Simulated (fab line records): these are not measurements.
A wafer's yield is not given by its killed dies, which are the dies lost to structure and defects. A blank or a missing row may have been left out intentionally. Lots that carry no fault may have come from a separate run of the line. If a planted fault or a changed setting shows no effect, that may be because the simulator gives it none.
fab line records    flow n5-finfet
[record] lots = 5  wafers = 14  last-day = 19
route steps=1938 shown BEOL_M2@891 BEOL_M4@1111 PASSIVATION@1936
lots that met no fault: taken from a fault-free run of the same line
start-h: hours from the record's opening day to when the first of the lot's shown wafers began    wait-h: hours from the lot's prior step to this one    " repeats the value in the row above    L1.1+2: several wafers, shown together as one row    - no value present, or no start provided    * or withheld: withheld    < > ~ a bound
route shown NAME@n: names a module that has steps shown in the file, with the first one's number in the route    usual: the fault-free wafers' mean and standard deviation    same: alike in all rows    chamber/n: place in a boat    sites: each site's reading    _std_site: the values' standard deviation    _edge_site: the outer-site mean with the inner-site mean subtracted    radius-mm: how far each site lies from the wafer's centre    mask NAME#n: copy n    behind: tool/chamber where the wafer was last shaped    hold: the reason the lot was held/the length of the hold in hours/how it ended    device: names the non-switching transistor (n, p or np)    end of line: the route-end tests of the same wafers    a step given without rows: its recipe and nothing more    killed: dies that structure and defects cost at the first sort, which is not the same as the wafer's yield    map: the dies of a wafer, with x for killed, . for not killed, _ for no die there
set.NAME: the setting as run; set.NAME@STEP: as run at that earlier step    model.NAME: the simulator's own value behind a step, which no gauge read
a table for each step, a row for each wafer; lots at some steps of the route
services: when a tool's chamber went out of use (start-h, in hours from the record's first day, below 0 if earlier), for how many hours, and the reason
[[steps]]
[step N5_BEOL_M2_ETCH_41]
[recipe] chemistry = CH3F/O2  target = SiCN  target-depth-a = 299  taper-deg = 2  time-s = 52.5  ion-energy-ev = 120  mask-material = TiN  pressure-mtorr = 30  source-w = 395  bias-w = 75  Ar_flow_sccm = 150  CH3F_flow_sccm = 30  O2_flow_sccm = 20
[usual] chamber-pressure-mTorr = 29.997/0.028  drypump-motor-current-A = 5.8/0.34  mfc-ar-sccm = 150.0/0.43  oes-product-au = 0.81/0.099  rf-vpp-V = 297.1/1.9  showerhead-plenum-p-Torr = 1.99/0.091  throttle-valve-pct = 16.37/0.24
lot.wafer  tool         chamber  start-h  wait-h  chamber-pressure-mTorr  drypump-motor-current-A  mfc-ar-sccm  oes-product-au  rf-hours-counter-h  rf-vpp-V  showerhead-plenum-p-Torr  throttle-valve-pct
L779.1     rie-diel-03  1        -        -       29.973                  5.8                      149.4        0.65            240                 298.9     2.05                      16.40
L779.4     "            3        "        "       30.003                  5.5                      149.4        0.69            226                 298.4     2.07                      16.50
L779.6     "            3        "        "       29.974                  5.5                      149.6        0.68            -                   298.5     2.07                      16.50
L784.1     rie-diel-04  2        -        -       30.031                  6.0                      150.1        0.87            49                  295.0     1.95                      16.32
L784.2     "            0        "        "       29.939                  6.2                      149.7        0.88            36                  299.2     2.14                      16.58
L784.5     "            3        "        "       29.926                  6.4                      150.2        0.69            -                   296.9     1.97                      16.77
L791.1     rie-diel-03  2        -        -       29.998                  5.6                      150.1        0.71            187                 297.0     2.01                      16.44
L791.6     "            1        "        "       29.956                  5.8                      150.0        0.95            -                   297.4     2.05                      15.95
L800.3     rie-diel-03  3        -        -       30.005                  5.5                      149.7        0.91            18                  298.9     2.05                      16.11
L800.5     "            1        "        "       30.014                  5.8                      149.4        0.89            -                   297.3     2.04                      16.01
L800.6     "            0        "        "       30.022                  5.7                      149.9        0.71            -                   292.8     1.82                      16.53
L801.1     rie-diel-04  1        -        -       30.010                  6.0                      150.0        0.86            45                  297.4     1.95                      16.06
L801.2     "            2        "        "       30.025                  6.0                      149.9        0.83            83                  297.0     1.94                      16.36
L801.6     "            2        "        "       29.999                  6.0                      149.8        0.83            -                   295.8     1.94                      16.39
[step N5_BEOL_M2_STRIP_97]
[recipe] chemistry = N2/H2  time-s = 10  power-w = 450  temp-c = 40  pressure-mtorr = 20  rf-frequency-hz = 6e+07  bias-power-w = 7  n2-flow-sccm = 200  h2-flow-sccm = 200
[usual] bias-power-w = 6.999/0.022  chamber-pressure-mTorr = 19.997/0.018  drypump-motor-current-A = 5.8/0.34  h2-flow-sccm = 200.0/0.59  oes-product-au = 0.81/0.098  rf-vpp-V = 59.1/0.97  showerhead-plenum-p-Torr = 2.52/0.11  throttle-valve-pct = 23.7/0.31
lot.wafer  tool         chamber  start-h  wait-h  bias-power-w  chamber-pressure-mTorr  drypump-motor-current-A  h2-flow-sccm  oes-product-au  rf-hours-counter-h  rf-vpp-V  showerhead-plenum-p-Torr  throttle-valve-pct
L779.1     rie-diel-03  1        -        -       6.998         20.009                  5.8                      200.5         0.67            240                 58.9      2.60                      23.8
L779.4     "            3        "        "       7.003         19.983                  5.5                      200.1         0.69            227                 59.1      2.61                      23.5
L779.6     "            3        "        "       7.027         19.984                  5.5                      199.4         0.68            -                   59.7      2.61                      23.5
L784.1     rie-diel-04  2        -        -       6.965         20.025                  5.9                      199.6         0.87            49                  59.5      2.47                      23.6
L784.2     "            0        "        "       7.025         19.978                  6.2                      199.2         0.89            36                  60.0      2.70                      24.1
L784.5     "            3        "        "       6.960         19.992                  6.5                      198.9         0.69            -                   59.2      2.50                      24.2
L791.1     rie-diel-03  2        -        -       6.979         20.002                  5.6                      199.8         0.71            187                 59.4      2.51                      23.4
L791.6     "            1        "        "       7.002         20.019                  5.8                      199.4         0.96            -                   59.9      2.59                      23.5
L800.3     rie-diel-03  3        -        -       7.009         19.997                  5.5                      200.5         0.90            18                  58.5      2.59                      23.2
L800.5     "            1        "        "       7.001         19.987                  5.8                      200.7         0.88            -                   60.8      2.58                      23.5
L800.6     "            0        "        "       7.042         19.988                  5.7                      200.3         0.71            -                   58.7      2.33                      23.9
L801.1     rie-diel-04  1        -        -       7.012         20.005                  6.0                      199.9         0.84            45                  57.5      2.48                      23.6
L801.2     "            2        "        "       6.968         20.009                  6.0                      200.1         0.82            83                  59.2      2.46                      23.6
L801.6     "            2        "        "       6.983         20.022                  6.0                      199.6         0.81            -                   58.9      2.46                      23.6
[step N5_BEOL_M2_OCD_MEAS_38]
[usual] trench-depth-nm = 55.7/1.3
lot.wafer  tool    chamber  start-h  wait-h  trench-depth-nm
L779.1     ocd-01  -        145.47   -       54.2
L779.4     "       -        "        "       53.6
L779.6     "       -        "        "       53.2
L784.1     ocd-02  -        194.14   -       56.7
L784.2     "       -        "        "       57.1
L784.5     "       -        "        "       55.1
L791.1     ocd-01  -        213.08   -       54.4
L791.6     "       -        "        "       56.6
L800.3     ocd-01  -        277.12   -       56.4
L800.5     "       -        "        "       55.7
L800.6     "       -        "        "       54.2
L801.1     ocd-01  -        284.61   -       56.2
L801.2     "       -        "        "       56.0
L801.6     "       -        "        "       56.6
[step N5_BEOL_M2_HM_STRIP_39]
[recipe] chemistry = peroxide-tin-strip  material = TiN  target-depth-a = 250  temp-c = 50  time-s = 158
[step N5_BEOL_M2_SRD_40]
[recipe] time-s = 30  temp-c = 23  rinse-liquid = diw  dry = ipa-marangoni
[step N5_BEOL_M2_PRECLEAN_42]
[recipe] chemistry = residue-remover  time-s = 60  temp-c = 40
[step N5_BEOL_M2_SRD_43]
[recipe] time-s = 30  temp-c = 23  rinse-liquid = diw  dry = ipa-marangoni
[step N5_BEOL_M2_CD_MEAS_35]
[recipe] target-cd-nm = 18  target-cd-y-nm = 22.2  polarity = opening
[usual] cd-nm = 18.0/0.35
lot.wafer  tool       chamber  start-h  wait-h  cd-nm
L779.1     cd-sem-01  -        145.62   0.0     18.6
L779.4     "          -        "        "       17.8
L779.6     "          -        "        "       17.6
L784.1     cd-sem-01  -        194.30   0.0     18.1
L784.2     "          -        "        "       18.0
L784.5     "          -        "        "       17.8
L791.1     cd-sem-01  -        213.23   0.0     17.6
L791.6     "          -        "        "       17.8
L800.3     cd-sem-01  -        277.27   0.0     17.9
L800.5     "          -        "        "       18.7
L800.6     "          -        "        "       18.0
L801.1     cd-sem-03  -        284.76   0.0     18.0
L801.2     "          -        "        "       18.5
L801.6     "          -        "        "       17.6
[step N5_BEOL_M2_DEGAS_44]
[recipe] ambient = vacuum  temp-c = 250  time-s = 60
[usual] heater-power-w = 325/34  susceptor-temp-C = 250.01/0.17
lot.wafer  tool            chamber  start-h  wait-h  heater-power-w  susceptor-temp-C
L779.1     pvd-sputter-03  -        145.87   0.2     298             249.94
L779.4     "               -        "        "       269             250.09
L779.6     "               -        "        "       301             249.82
L784.1     pvd-sputter-03  -        194.35   0.0     347             249.90
L784.2     "               -        "        "       296             250.00
L784.5     "               -        "        "       334             250.22
L791.1     pvd-sputter-01  -        213.77   0.5     315             250.20
L791.6     "               -        "        "       291             250.00
L800.3     pvd-sputter-02  -        279.26   2.0     326             249.82
L800.5     "               -        "        "       347             250.13
L800.6     "               -        "        "       344             249.74
L801.1     pvd-sputter-03  -        285.23   0.5     342             249.91
L801.2     "               -        "        "       344             249.69
L801.6     "               -        "        "       272             249.92
[step N5_BEOL_M2_PRE_CLEAN_45]
[recipe] gas = H2/He  time-s = 30  temp-c = 250
[step N5_BEOL_M2_ALD_84]
[recipe] material = TaN  target-thk-a = *  temp-c = 275  ald-precursor-family = PDMAT  ald-co-reactant = NH3  pressure-torr = 3  carrier-flow-sccm = 1500  pulse-time-s = 2  purge-time-s = 3  co-reactant-purge-time-s = 2  co-reactant-pulse-time-s = 3  ald-cycles = 30  precursor-vessel-temp-c = 75  precursor-vessel-pressure-torr = 26.25  precursor-vessel-carrier-sccm = 1000
[usual] heater-power-w = 421/50  precursor-vessel-carrier-sccm = 1000.1/2.9  susceptor-temp-C = 275.00/0.18
lot.wafer  tool          chamber  start-h  wait-h  heater-power-w  precursor-vessel-carrier-sccm  susceptor-temp-C
L779.1     ald-metal-02  1        145.97   0.0     340             998.9                          274.86
L779.4     "             0        "        "       394             1001.4                         275.06
L779.6     "             1        "        "       354             999.4                          275.29
L784.1     ald-metal-03  0        194.46   0.1     353             995.6                          274.89
L784.2     "             2        "        "       437             995.6                          275.05
L784.5     "             1        "        "       377             998.8                          274.95
L791.1     ald-metal-03  3        213.87   0.0     492             1001.1                         275.01
L791.6     "             2        "        "       428             1000.9                         275.14
L800.3     ald-metal-02  0        279.36   0.0     392             997.9                          275.03
L800.5     "             0        "        "       387             998.9                          275.16
L800.6     "             1        "        "       349             991.5                          274.72
L801.1     ald-metal-03  2        285.35   0.1     427             1002.8                         275.40
L801.2     "             0        "        "       352             997.6                          275.13
L801.6     "             3        "        "       513             995.8                          274.89
[step N5_BEOL_M2_SURFACE_TREAT_85]
[recipe] gas = Ar  time-s = *  ion-energy-ev = *  ion-current-ma-cm2 = 0.5  pressure-mtorr = *  ar-flow-sccm = 30
[usual] throttle-valve-pct = *
lot.wafer  tool            chamber  start-h  wait-h  throttle-valve-pct
L779.1     pvd-sputter-01  -        146.27   0.2     *
L779.4     "               -        "        "       *
L779.6     "               -        "        "       *
L784.1     pvd-sputter-02  -        194.75   0.2     *
L784.2     "               -        "        "       *
L784.5     "               -        "        "       *
L791.1     pvd-sputter-01  -        214.11   0.1     *
L791.6     "               -        "        "       *
L800.3     pvd-sputter-01  -        279.59   0.1     *
L800.5     "               -        "        "       *
L800.6     "               -        "        "       *
L801.1     pvd-sputter-03  -        285.71   0.3     *
L801.2     "               -        "        "       *
L801.6     "               -        "        "       *
[step N5_BEOL_M2_CVD_47]
[recipe] material = Co  target-thk-a = 30  temp-c = withheld  precursor = CCTBA/H2  pressure-torr = 30  time-s = 223.8
[usual] run-length-s = 247.2/0.41
lot.wafer  tool       chamber  start-h  wait-h  run-length-s
L779.1     cvd-co-01  2        146.33   0.0     247.2
L779.4     "          1        "        "       247.1
L779.6     "          2        "        "       247.0
L784.1     cvd-co-02  2        194.81   0.0     247.6
L784.2     "          0        "        "       247.3
L784.5     "          2        "        "       247.4
L791.1     cvd-co-01  0        214.19   0.1     247.2
L791.6     "          0        "        "       249.3
L800.3     cvd-co-02  1        279.72   0.1     246.9
L800.5     "          2        "        "       247.7
L800.6     "          1        "        "       246.6
L801.1     cvd-co-01  0        285.79   0.1     246.9
L801.2     "          1        "        "       246.3
L801.6     "          1        "        "       246.9
[step N5_BEOL_M2_SPUTTER_48]
[recipe] material = Cu  target-thk-a = 45  temp-c = -20  chamber-pressure-pa = 0.07  power-w = withheld  time-s = 8.29
[step N5_BEOL_M4_RC_MEAS_101]
[usual] DIBL_N = 35.3/1.8  DIBL_P = 35.2/2.2  IOFF_N = 0.144/0.029  IOFF_P = 0.19/0.031  ION_N = 670/12  ION_P = 460/7.6  SS_N = 71.2/0.62  SS_P = 73.0/0.69  VT_N = 251/3.4  VT_P = -251.4/2.6
lot.wafer  tool       chamber  start-h  wait-h  DIBL_N[mV/V]  DIBL_P[mV/V]  IOFF_N[nA/um]  IOFF_P[nA/um]  ION_N[uA/um]  ION_P[uA/um]  SS_N[mV/dec]  SS_P[mV/dec]  VT_N[mV]  VT_P[mV]
L779.1     prober-02  0        192.26   0.0     34.5          35.0          0.148          0.19           674           461           70.6          73.0          249       -253.3
L779.4     "          0        "        "       32.6          32.3          0.120          0.16           672           456           70.8          71.7          252       -254.6
L779.6     "          0        "        "       33.3          33.8          0.134          0.17           680           465           71.2          72.9          247       -253.0
L784.1     prober-01  0        236.78   0.0     36.7          36.9          0.172          0.21           675           459           72.3          73.8          249       -252.4
L784.2     "          0        "        "       34.8          34.8          0.139          0.17           663           445           71.6          73.3          253       -254.3
L784.5     "          0        "        "       30.4          29.9          0.084          0.13           640           449           70.5          71.4          259       -255.8
L791.1     prober-01  0        246.89   0.0     35.2          35.1          0.136          0.20           687           474           72.1          73.2          253       -251.8
L791.6     "          0        "        "       36.5          36.8          0.172          0.24           688           470           71.8          73.6          247       -248.1
L800.3     prober-01  0        324.62   0.3     37.0          36.2          0.164          0.20           662           454           71.0          72.8          251       -248.7
L800.5     "          0        "        "       34.9          34.8          0.121          0.19           650           453           71.0          72.2          255       -249.4
L800.6     "          0        "        "       37.3          37.1          0.172          0.22           663           456           71.1          73.3          250       -248.1
L801.1     prober-01  0        341.60   0.0     39.6          39.9          0.217          0.28           672           463           72.3          75.1          245       -247.7
L801.2     "          0        "        "       36.6          35.3          0.146          0.18           668           454           71.4          73.1          250       -252.8
L801.6     "          0        "        "       36.3          35.1          0.140          0.18           660           447           71.4          73.2          255       -254.5
[step N5_PASSIVATION_PROBE_49]
[usual] defect-limited-yield = 91.0/1.4  killed_at_M0_to_M3 = 36/10  killed_at_M4_up = 15/5  killed-at-contacts = 12/6.1  killed-at-front-end = 40/13  killed-at-other = 3.8/2.9  killed-dies = 106/16  killed-on-rim = 14/4.1  killed-open = 68/12  killed-short = 35/8.2  sort_bin_5_function = 5.2/0.9  sort_bin_6_memory = 3.4/0.71  sort_bin_8_speed = 0.0/0.46  sort-n-pass = 1073/17  sort-yield-pct = 91.0/1.5
[same] gross-dies = 1180  killed-at-back-side = 0  sort_bin_4_leakage[%] = 0
lot.wafer  tool       chamber  start-h  wait-h  defect-limited-yield[%]  killed_at_M0_to_M3  killed_at_M4_up  killed-at-contacts  killed-at-front-end  killed-at-other  killed-dies  killed-on-rim  killed-open  killed-short  sort_bin_5_function[%]  sort_bin_6_memory[%]  sort_bin_8_speed[%]  sort-n-pass  sort-yield-pct[%]
L779.1     prober-02  -        296.87   0.0     89.1                     25                  22               18                  61                   3                129          10             89           37            5.9                     4.7                   0                    1051         89.1
L779.4     prober-02  -        297.02   0.2     88.3                     39                  12               12                  73                   2                138          27             95           43            6.4                     4.7                   0                    1042         88.3
L779.6     prober-02  -        297.12   0.3     89.1                     33                  7                20                  66                   3                129          20             94           33            6.9                     4.0                   0                    1051         89.1
L784.1     prober-01  -        375.68   0.2     90.3                     35                  16               4                   53                   7                115          14             70           39            5.2                     4.0                   0                    1065         90.3
L784.2     prober-01  -        375.73   0.3     91.7                     33                  9                0                   54                   2                98           13             65           32            5.1                     2.9                   0                    1082         91.7
L784.5     prober-01  -        375.88   0.4     89.4                     35                  25               4                   54                   7                125          21             71           46            5.5                     4.0                   0.1                  1054         89.3
L791.1     prober-01  -        377.49   0.7     91.4                     37                  10               9                   45                   1                102          14             71           30            5.0                     3.6                   0                    1078         91.4
L801.1     prober-02  -        452.82   0.0     92.5                     29                  11               6                   39                   4                89           16             56           30            4.1                     3.3                   0                    1091         92.5
L801.2     prober-02  -        452.87   0.1     91.9                     47                  13               0                   34                   1                95           14             53           33            3.6                     3.3                   0                    1085         91.9
L801.6     prober-02  -        453.07   0.3     91.2                     36                  14               9                   35                   10               104          13             60           39            5.4                     2.8                   0                    1076         91.2
// killed by level:class
L779.1 FIN_SAQP:geometric-particle:open=20 MOL_CONTACT_COAG:geometric-particle:open=14 STI_FIN_REVEAL:geometric-particle:open=12 FIN_SAQP:geometric-particle:short=10 BEOL_M4:geometric-particle:open=10 STI_FIN_REVEAL:geometric-particle:short=6 BEOL_M0_SAQP:geometric-particle:open=6 BEOL_M1:geometric-particle:open=5
L779.4 STI_FIN_REVEAL:geometric-particle:open=22 FIN_SAQP:geometric-particle:open=15 BEOL_M0_SAQP:geometric-particle:short=11 MOL_CONTACT_COAG:geometric-particle:open=10 BEOL_M0_SAQP:geometric-particle:open=9 GATE_CUT:geometric-particle:open=8 BEOL_M3:geometric-particle:open=8 FIN_SAQP:geometric-particle:short=7
L779.6 STI_FIN_REVEAL:geometric-particle:open=25 FIN_SAQP:geometric-particle:open=21 MOL_CONTACT_COAG:geometric-particle:open=14 BEOL_M0_SAQP:geometric-particle:open=11 BEOL_M0_SAQP:geometric-particle:short=8 FIN_SAQP:geometric-particle:short=6 MOL_CONTACT_COAG:geometric-particle:short=5 STI_FIN_REVEAL:geometric-particle:short=4
L784.1 STI_FIN_REVEAL:geometric-particle:open=19 BEOL_M0_SAQP:geometric-particle:open=9 BEOL_M4:geometric-particle:open=8 FIN_SAQP:geometric-particle:short=6 STI_FIN_REVEAL:geometric-particle:short=6 BEOL_M1:geometric-particle:open=5 BEOL_M2:geometric-particle:open=5 BEOL_M0_SAQP:geometric-particle:short=4
L784.2 STI_FIN_REVEAL:geometric-particle:open=29 BEOL_M0_SAQP:geometric-particle:short=8 BEOL_M1:geometric-particle:open=6 DUMMY_GATE:geometric-particle:open=5 BEOL_M0_SAQP:geometric-particle:open=5 FIN_SAQP:geometric-particle:short=4 BEOL_M1:geometric-particle:short=4 STI_FIN_REVEAL:geometric-particle:short=3
L784.5 FIN_SAQP:geometric-particle:short=11 BEOL_M4:geometric-particle:open=11 STI_FIN_REVEAL:geometric-particle:open=10 BEOL_M0_SAQP:geometric-particle:open=8 BEOL_M2:geometric-particle:open=8 HKMG_FIN:area-etch=8 BEOL_M0_SAQP:geometric-particle:short=6 BEOL_M1:geometric-particle:open=6
L791.1 BEOL_M3:geometric-particle:open=11 FIN_SAQP:geometric-particle:short=10 DUMMY_GATE:geometric-particle:open=9 BEOL_M2:geometric-particle:open=9 MOL_CONTACT_COAG:geometric-particle:open=8 BEOL_M4:geometric-particle:open=7 BEOL_M0_SAQP:geometric-particle:short=6 STI_FIN_REVEAL:geometric-particle:open=5
L801.1 FIN_SAQP:geometric-particle:open=9 BEOL_M0_SAQP:geometric-particle:open=7 BEOL_M0_SAQP:geometric-particle:short=7 BEOL_M2:geometric-particle:open=6 MOL_CONTACT_COAG:geometric-particle:open=5 STI_FIN_REVEAL:geometric-particle:open=5 BEOL_M3:geometric-particle:open=5 GATE_CUT:geometric-particle:short=4
L801.2 BEOL_M0_SAQP:geometric-particle:short=13 BEOL_M0_SAQP:geometric-particle:open=11 FIN_SAQP:geometric-particle:open=8 BEOL_M2:geometric-particle:open=8 DUMMY_GATE:geometric-particle:open=6 HKMG_FIN:area-etch=6 BEOL_M1:geometric-particle:open=4 BEOL_M3:geometric-particle:short=4
L801.6 BEOL_M0_SAQP:geometric-particle:open=10 BEOL_M4:geometric-particle:open=7 GATE_CUT:geometric-particle:short=6 BEOL_M0_SAQP:geometric-particle:short=6 BEOL_M2:geometric-particle:open=6 BEOL_M3:geometric-particle:open=6 STI_FIN_REVEAL:geometric-particle:open=5 MOL_CONTACT_COAG:geometric-particle:open=5
[[services]]
tool            chamber  start-h  hours  kind
ald-metal-02    2        122.63   26.2   repair
rie-diel-04     0        124.38   7.7    repair
ald-metal-02    1        129.06   1.4    repair
cvd-co-02       1        129.48   16.5   repair
rie-diel-03     0        133.02   5.2    repair
ald-metal-03    -        137.82   8.7    pm
pvd-sputter-03  -        148.55   9.3    repair
rie-diel-04     1        150.11   -      clean
rie-diel-04     1        150.11   -      consumable-replace:focus-ring
rie-diel-04     3        151.07   9.0    repair
rie-diel-03     1        170.66   -      clean
rie-diel-03     1        170.66   -      consumable-replace:focus-ring
rie-diel-03     1        170.66   24.9   scheduled-down
rie-diel-03     1        170.66   24.9   vent-cycle
rie-diel-03     2        172.34   8.9    repair
cvd-co-02       0        182.36   12.1   repair
cvd-co-02       1        191.54   13.6   repair
rie-diel-03     3        201.91   -      clean
rie-diel-03     3        201.91   -      consumable-replace:focus-ring
rie-diel-03     3        201.91   19.4   scheduled-down
rie-diel-03     3        201.91   19.4   vent-cycle
cvd-co-01       -        221.68   4.6    repair
ald-metal-02    -        227.15   8.7    pm
cvd-co-02       0        264.52   17.4   repair
[[key]]
[first-sign] step = N5_BEOL_M2_CVD_47  reading = run-length-s  direction = up  sigmas = 5.2  usual = *  struck = *
effect none on later readings
met-at N5_BEOL_M2_CVD_47
struck-wafers L791.6
onset-between 146.33 214.19
[fault] kind = process-parameter-drift  tool = cvd-co-01  chamber = -  onset-h = 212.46  steps = N5_BEOL_M2_CVD_47  channel = time-s  offset = *  shape = step  end-h = 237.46  scope = struck-wafers-only  acts-in = *  stated = *
